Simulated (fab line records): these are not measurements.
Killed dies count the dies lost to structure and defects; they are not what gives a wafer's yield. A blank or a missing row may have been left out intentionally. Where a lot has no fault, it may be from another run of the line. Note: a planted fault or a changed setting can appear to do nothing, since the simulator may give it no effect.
Comparing a struck lot with a sound one / flow nand_harc / 14 steps out of a route of 1302
Sound: the wafers L815.3, L815.4, L815.5. Struck: wafers L828.1, L828.2, L828.4. The cause is given at the end.
Each step with rows lists, per side, the tool, then ch with its chambers, then its first start. Under that, the readings that differ: sound wafers / struck wafers / difference of the means / sigmas: that difference in standard deviations of wafers without a fault.
alike: readings with means less than 2 such deviations apart, plus words and numbers identical on both sides. not compared: withheld readings, readings lacking a value on some wafer, bounds such as >300 that could conceal the same value, and numbers that have no deviation in the record and whose values overlap.
The two part at a step that has a row with sigmas, a row that says differs or no value, or rows on one side only. Numbers that don't overlap but have no deviation are shown without sigmas and don't part them. A reading that every wafer of one side lacks parts them only if that side has two wafers or more.

first, 1 step without rows for these wafers: NHARC_A_ONON_D1_DEP_19 (target thk 1000 nm).
NHARC_A_ONON_D1_THK_MEAS_21: measures by ellipsometry.
  sound on film_metro-01 at day 12 01:29; struck on film_metro-01 at day 17 02:43
  alike: thk_nm
after that, 1 step with no rows for these wafers: NHARC_A_ONON_D1_DEP_22 (target thk 1000 nm).
NHARC_A_ONON_D1_THK_MEAS_24: measures by ellipsometry.
  sound on film_metro-01 at day 12 02:04; struck on film_metro-01 at day 17 03:17
  alike: thk_nm
after that, 1 step with no rows for these wafers: NHARC_A_ONON_D1_DEP_25 (target thk 1000 nm).
NHARC_A_ONON_D1_THK_MEAS_27: measures by ellipsometry.
  sound on film_metro-01 at day 12 02:38; struck on film_metro-01 at day 17 03:50
reading=thk_nm (nm); sound=980 980 981; struck=1007 1007 1007; difference=+27; sigmas=+3
after that, 1 step with no rows for these wafers: NHARC_A_ONON_D1_DEP_28 (target thk 1000 nm).
NHARC_A_ONON_D1_THK_MEAS_30: measures by ellipsometry.
  sound on film_metro-01 at day 12 03:12; struck on film_metro-01 at day 17 04:29
  alike: thk_nm
NHARC_A_ONON_D1_DEP_33: deposits SiO2, target thk 200 nm.
  sound on pecvd-03 ch 0,1, day 12 03:20; struck on pecvd-04 ch 0,1,2, day 17 04:33
  alike: heater_power_w, mfc_precursor_sccm, showerhead_vpp_V, throttle_valve_pct
NHARC_A_ONON_D1_THK_MEAS_34: measures by ellipsometry.
  sound on film_metro-02 at day 12 03:40; struck on film_metro-02 at day 17 04:58
  alike: thk_nm
NHARC_A_ONON_D1_INSPECT_32:
  sound on defect_inspect-01 at day 12 03:44; struck on defect_inspect-01 at day 17 05:03
  alike: raw_defect_count
NHARC_A_CHANNEL_HOLE_D1_DEP_00: deposits aC, target thk 3100 nm.
  sound on acl_dep-01 ch 0, day 12 04:38; struck on acl_dep-01 ch 0, day 17 09:55
  alike: throttle_valve_pct
NHARC_A_CHANNEL_HOLE_D1_DEP_01: deposits SiON, target thk 140 nm.
  sound on pecvd-03 ch 1,2, day 12 05:58; struck on pecvd-04 ch 0,1,2, day 17 11:52
  alike: heater_power_w, showerhead_vpp_V
-- the record jumps here: 18 days lie between the struck wafers' starts before and after (it left off in module A_CHANNEL_HOLE_D1 and takes up again in module END, whose first step shown is number 1302 of the route) --
NHARC_END_SORT_01:
  the record has rows for the struck wafers here (prober-01 ch 0, day 35 08:05) and none for the sound ones

## WHERE THEY PART
Last at NHARC_END_SORT_01 as far as this record goes, first at NHARC_A_ONON_D1_THK_MEAS_27.

WHY: what the simulator had put in
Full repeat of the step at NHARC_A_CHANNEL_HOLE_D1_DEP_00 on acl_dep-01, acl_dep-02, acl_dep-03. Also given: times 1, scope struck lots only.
